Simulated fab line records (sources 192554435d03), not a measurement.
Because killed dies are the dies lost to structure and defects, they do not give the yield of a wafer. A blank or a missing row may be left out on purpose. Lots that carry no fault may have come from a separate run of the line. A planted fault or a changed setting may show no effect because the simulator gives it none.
Lot-split experiment ; flow n5-finfet ; on a route of 1938 steps: 7 lots, 21 wafers read

== SPLIT DETAILS ==
At N5_BEOL_M4_TRENCH_ETCH_37 (etches SiOC in C4F6/O2, target depth 55.555 nm, time 29.2 s), the setting bias-w was moved away from the recipe's 185 W on 4 of the 21 wafers read, by -16.6% to +8.0%. For the rest of the wafers, this setting stayed at what the recipe calls for.

The reading is taken at the split's own step.

== THE READING ==
rf-vpp-V, in V, at N5_BEOL_M4_TRENCH_ETCH_37 (etches SiOC in C4F6/O2, target depth 55.555 nm, time 29.2 s). Typical for fault-free wafers on this fab line: 674 V, with standard deviation 10 V.

wafer;tool, chamber at the split;bias-w as run, W;against the recipe;rf-vpp-V, V;against lot-mates on the recipe
L074.1;rie-diel-01, 2;185;recipe;678;-
L074.3;rie-diel-01, 1;185;recipe;683;-
L074.4;rie-diel-01, 0;185;recipe;665;-
L075.3;rie-diel-01, 0;185;recipe;665;-
L075.4;rie-diel-01, 0;154.3;-16.6%;574;-98
L075.5;rie-diel-01, 2;185;recipe;679;-
L085.1;rie-diel-01, 1;185;recipe;683;-
L085.2;rie-diel-01, 0;185;recipe;665;-
L085.6;rie-diel-01, 0;185;recipe;664;-
L092.2;rie-diel-01, 0;185;recipe;664;-
L092.3;rie-diel-01, 1;185;recipe;684;-
L092.4;rie-diel-01, 3;185;recipe;668;-
L091.4;rie-diel-02, 3;185;recipe;660;-
L091.5;rie-diel-02, 1;185;recipe;664;-
L091.6;rie-diel-02, 2;185;recipe;699;-
L093.1;rie-diel-01, 3;185;recipe;667;-
L093.3;rie-diel-01, 0;199.8;+8.0%;706;+39
L093.5;rie-diel-01, 3;185;recipe;667;-
L095.2;rie-diel-01, 3;185;recipe;667;-
L095.5;rie-diel-01, 3;161.3;-12.8%;598;-69
L095.6;rie-diel-01, 2;161.3;-12.8%;608;-59

THE FIT
A straight line over all 21 wafers: rf-vpp-V changes by +5.45 V for each +1% of bias-w; r = +0.95; the points scatter about the line by 10 V.
The same after taking each lot's own level away (the mean of its wafers on the recipe; 21 wafers): +5.35 V for each +1%; r = +0.95; scatter 9.8 V.
The reading moves by 89 V for the largest change in bias-w, on that fit.
The lots' own levels span 667.0 to 675.3 V, that is 0.8 times the standard deviation above.
So the lot-to-lot level changes the slope little: the two slopes agree.
Check: for one of the wafers moved furthest among these (-16.6%), held out of the fit, the line's prediction against its lot-mates is -82.6 V. It came out at -98 V against them.
Tool readings at the split's step, against how far the setting was moved: rf-vpp-V r = +0.95.

== OTHER SPLITS APPLIED TO THESE WAFERS ==
Before the reading, these wafers also passed through other splits. Each is held against what the fit with the lots' levels taken away leaves over:
other split on the same wafers;wafers away from the commonest value;r with rf-vpp-V (lot level and that fit taken away)
N5_BEOL_M0_SAQP_EXPOSE_37 dose-mj;8;+0.07
N5_BEOL_M0_ETCH_109 bias-w;5;+0.05
N5_BEOL_M2_DEP_57 time-s;5;+0.16

== FILE'S OWN FIT ==
rf-vpp-V changes by +5.46 V for each +1% of bias-w, r = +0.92.
